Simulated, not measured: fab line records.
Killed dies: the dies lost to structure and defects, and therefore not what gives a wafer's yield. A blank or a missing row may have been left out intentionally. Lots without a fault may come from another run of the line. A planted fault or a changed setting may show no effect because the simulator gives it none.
Matching of chambers || flow nand harc || NHARC_A_STAIRCASE_DESCUM_219 on rie diel-02 has 4 sister chambers
The step chemistry O2, time 3 s. 20 wafers are shown with their chamber, then 10 later ones without.

## WAFERS WITH THEIR CHAMBER
{"wafer": "L076.2", "chamber": 0, "drypump motor current A (A)": 5.8, "showerhead plenum p Torr (Torr)": 2.06, "rf vpp V (V)": 59.2}
{"wafer": "L076.3", "chamber": 3, "drypump motor current A (A)": 5.9, "showerhead plenum p Torr (Torr)": 1.85, "rf vpp V (V)": 57.2}
{"wafer": "L076.5", "chamber": 2, "drypump motor current A (A)": 6.6, "showerhead plenum p Torr (Torr)": 1.88, "rf vpp V (V)": 57.4}
{"wafer": "L078.4", "chamber": 0, "drypump motor current A (A)": 5.8, "showerhead plenum p Torr (Torr)": 2.06, "rf vpp V (V)": 58.3}
{"wafer": "L078.5", "chamber": 3, "drypump motor current A (A)": 5.9, "showerhead plenum p Torr (Torr)": 1.85, "rf vpp V (V)": 56.3}
{"wafer": "L078.6", "chamber": 2, "drypump motor current A (A)": 6.6, "showerhead plenum p Torr (Torr)": 1.88, "rf vpp V (V)": 56.6}
{"wafer": "L081.1", "chamber": 1, "drypump motor current A (A)": 5.0, "showerhead plenum p Torr (Torr)": 2.07, "rf vpp V (V)": 58.0}
{"wafer": "L081.2", "chamber": 2, "drypump motor current A (A)": 6.5, "showerhead plenum p Torr (Torr)": 1.88, "rf vpp V (V)": 58.2}
{"wafer": "L081.5", "chamber": 2, "drypump motor current A (A)": 6.6, "showerhead plenum p Torr (Torr)": 1.88, "rf vpp V (V)": 57.8}
{"wafer": "L082.2", "chamber": 0, "drypump motor current A (A)": 5.8, "showerhead plenum p Torr (Torr)": 2.05, "rf vpp V (V)": 57.9}
{"wafer": "L082.3", "chamber": 2, "drypump motor current A (A)": 6.5, "showerhead plenum p Torr (Torr)": 1.87, "rf vpp V (V)": 56.8}
{"wafer": "L082.4", "chamber": 1, "drypump motor current A (A)": 5.0, "showerhead plenum p Torr (Torr)": 2.07, "rf vpp V (V)": 57.6}
{"wafer": "L087.2", "chamber": 2, "drypump motor current A (A)": 6.5, "showerhead plenum p Torr (Torr)": 1.87, "rf vpp V (V)": 56.6}
{"wafer": "L087.3", "chamber": 3, "drypump motor current A (A)": 5.9, "showerhead plenum p Torr (Torr)": 1.84, "rf vpp V (V)": 58.6}
{"wafer": "L087.4", "chamber": 0, "drypump motor current A (A)": 5.8, "showerhead plenum p Torr (Torr)": 2.05, "rf vpp V (V)": 58.4}
{"wafer": "L088.2", "chamber": 1, "drypump motor current A (A)": 5.0, "showerhead plenum p Torr (Torr)": 2.06, "rf vpp V (V)": 58.7}
{"wafer": "L088.3", "chamber": 0, "drypump motor current A (A)": 5.8, "showerhead plenum p Torr (Torr)": 2.05, "rf vpp V (V)": 59.5}
{"wafer": "L088.5", "chamber": 0, "drypump motor current A (A)": 5.8, "showerhead plenum p Torr (Torr)": 2.05, "rf vpp V (V)": 57.2}
{"wafer": "L090.1", "chamber": 1, "drypump motor current A (A)": 5.0, "showerhead plenum p Torr (Torr)": 2.06, "rf vpp V (V)": 57.8}
{"wafer": "L090.4", "chamber": 3, "drypump motor current A (A)": 5.9, "showerhead plenum p Torr (Torr)": 1.84, "rf vpp V (V)": 58.7}

SIGNATURES (averages over the wafers above)
{"reading": "drypump motor current A", "chamber 0": 5.800, "chamber 1": 5.000, "chamber 2": 6.550, "chamber 3": 5.900, "scatter within a chamber": 0.0306}
{"reading": "showerhead plenum p Torr", "chamber 0": 2.0533, "chamber 1": 2.0650, "chamber 2": 1.8767, "chamber 3": 1.8450, "scatter within a chamber": 0.0054}
{"reading": "rf vpp V", "chamber 0": 58.417, "chamber 1": 58.025, "chamber 2": 57.233, "chamber 3": 57.700, "scatter within a chamber": 0.811}
Rule: a wafer lies at a distance from a chamber equal to the root of the sum of squares, over the readings, of (its reading less the chamber's mean, divided by the reading's scatter). If the next closest chamber is less than 2 further off than the closest, the wafer can't be placed; otherwise it belongs to the closest. The scatter is the square root of a quotient: the sum, over the shown wafers, of each reading's squared deviation from its chamber's mean, divided by wafers minus chambers.

## WAFERS WITHOUT THEIR CHAMBER
{"wafer": "L090.5", "drypump motor current A (A)": 6.6, "showerhead plenum p Torr (Torr)": 1.86, "rf vpp V (V)": 57.0}
{"wafer": "L091.1", "drypump motor current A (A)": 5.8, "showerhead plenum p Torr (Torr)": 2.04, "rf vpp V (V)": 58.4}
{"wafer": "L091.3", "drypump motor current A (A)": 5.9, "showerhead plenum p Torr (Torr)": 1.84, "rf vpp V (V)": 56.0}
{"wafer": "L091.5", "drypump motor current A (A)": 5.9, "showerhead plenum p Torr (Torr)": 1.84, "rf vpp V (V)": 56.5}
{"wafer": "L093.3", "drypump motor current A (A)": 5.0, "showerhead plenum p Torr (Torr)": 2.06, "rf vpp V (V)": 57.5}
{"wafer": "L093.4", "drypump motor current A (A)": 5.9, "showerhead plenum p Torr (Torr)": 1.84, "rf vpp V (V)": 58.1}
{"wafer": "L093.5", "drypump motor current A (A)": 5.8, "showerhead plenum p Torr (Torr)": 2.04, "rf vpp V (V)": 57.8}
{"wafer": "L096.1", "drypump motor current A (A)": 5.0, "showerhead plenum p Torr (Torr)": 2.06, "rf vpp V (V)": 57.4}
{"wafer": "L096.3", "drypump motor current A (A)": 5.8, "showerhead plenum p Torr (Torr)": 2.04, "rf vpp V (V)": 57.6}
{"wafer": "L096.6", "drypump motor current A (A)": 6.5, "showerhead plenum p Torr (Torr)": 1.86, "rf vpp V (V)": 57.9}

## WHICH CHAMBER EACH WENT THROUGH
{"wafer": "L090.5", "from the rows above": 2, "in truth": 2}
{"wafer": "L091.1", "from the rows above": 0, "in truth": 0}
{"wafer": "L091.3", "from the rows above": 3, "in truth": 3}
{"wafer": "L091.5", "from the rows above": 3, "in truth": 3}
{"wafer": "L093.3", "from the rows above": 1, "in truth": 1}
{"wafer": "L093.4", "from the rows above": 3, "in truth": 3}
{"wafer": "L093.5", "from the rows above": 0, "in truth": 0}
{"wafer": "L096.1", "from the rows above": 1, "in truth": 1}
{"wafer": "L096.3", "from the rows above": 0, "in truth": 0}
{"wafer": "L096.6", "from the rows above": 2, "in truth": 2}
Correct placement for 10 of the 10. Can't be placed from these rows: 0. Placed wrongly: 0.
